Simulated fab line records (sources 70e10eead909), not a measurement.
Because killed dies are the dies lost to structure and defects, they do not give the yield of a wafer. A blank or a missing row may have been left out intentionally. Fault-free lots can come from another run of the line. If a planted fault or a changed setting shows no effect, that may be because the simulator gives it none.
Which of the tools did it? | flow nandHarc | 7 lots with 21 wafers sampled at 3 steps, on a route of 1159 steps

== WHAT THE GAUGES READ, wafer by wafer ==
NHARC_P_STI_CD_MEAS_16.
lot  | measured    | on       | cdNm (nm)
L908 | day 2 20:30 | cdSem-01 | 197 198 202
L911 | day 3 17:45 | cdSem-02 | 203 206 209
L913 | day 4 07:16 | cdSem-03 | 196 195 202
L916 | day 4 20:08 | cdSem-01 | 200 200 203
L918 | day 5 13:02 | cdSem-03 | 205 204 208
L920 | day 6 01:49 | cdSem-02 | 200 203 201
L923 | day 6 14:25 | cdSem-02 | 199 196 196

== WHICH TOOL RAN EACH LOT (tool, then ch and the chambers of the sampled wafers, then the start) ==
lot  | NHARC_P_STI_OXIDE_29                                          | NHARC_P_STI_ETCH_15
L908 | furnace-04 ch 0, day 2 08:18                                  | rieSi-06 ch 1,2,3, day 2 20:20
L911 | furnace-05 ch 0, day 3 05:43                                  | rieSi-06 ch 0,3, day 3 17:35
L913 | furnace-08 ch 0, day 3 19:09                                  | rieSi-05 ch 0,3, day 4 07:07
L916 | furnace-04 ch 0, day 4 07:53                                  | rieSi-05 ch 0,2,3, day 4 19:58
L918 | furnace-08 ch 0, day 4 21:04 and furnace-05 ch 0, day 5 01:48 | rieSi-06 ch 0,1,3, day 5 12:52
L920 | furnace-08 ch 0, day 5 12:43                                  | rieSi-01 ch 0,1,3, day 6 01:40
L923 | furnace-04 ch 0, day 6 02:19                                  | rieSi-06 ch 1,2, day 6 14:15
- NHARC_P_STI_OXIDE_29: material SiO2, target thk 10 nm, ox time 1362 s.
- NHARC_P_STI_ETCH_15: etches the open film in HBr/Cl2, target depth 300 nm, time 100.1 s.

== THE ANSWER, worked out from the rows above alone ==
Rule: what is usual is taken from the lots themselves. Put in order of their means at a reading, lots are off if they are a third of the lots or fewer, leave a main group of 4 or more, and stand apart from it by a gap of 3 or more times the standard deviation of the main group's means; of several such gaps the widest counts. A main group is skipped when, at the precision printed for the reading in the tables above, its means are all equal. A lot without any number at a reading at which 4 lots or more have one is off too. All remaining lots with rows at the step are treated as sound.
None of the lots is off at any reading shown; this tells nothing.

== WHAT THE SIMULATOR HAD INSERTED ==
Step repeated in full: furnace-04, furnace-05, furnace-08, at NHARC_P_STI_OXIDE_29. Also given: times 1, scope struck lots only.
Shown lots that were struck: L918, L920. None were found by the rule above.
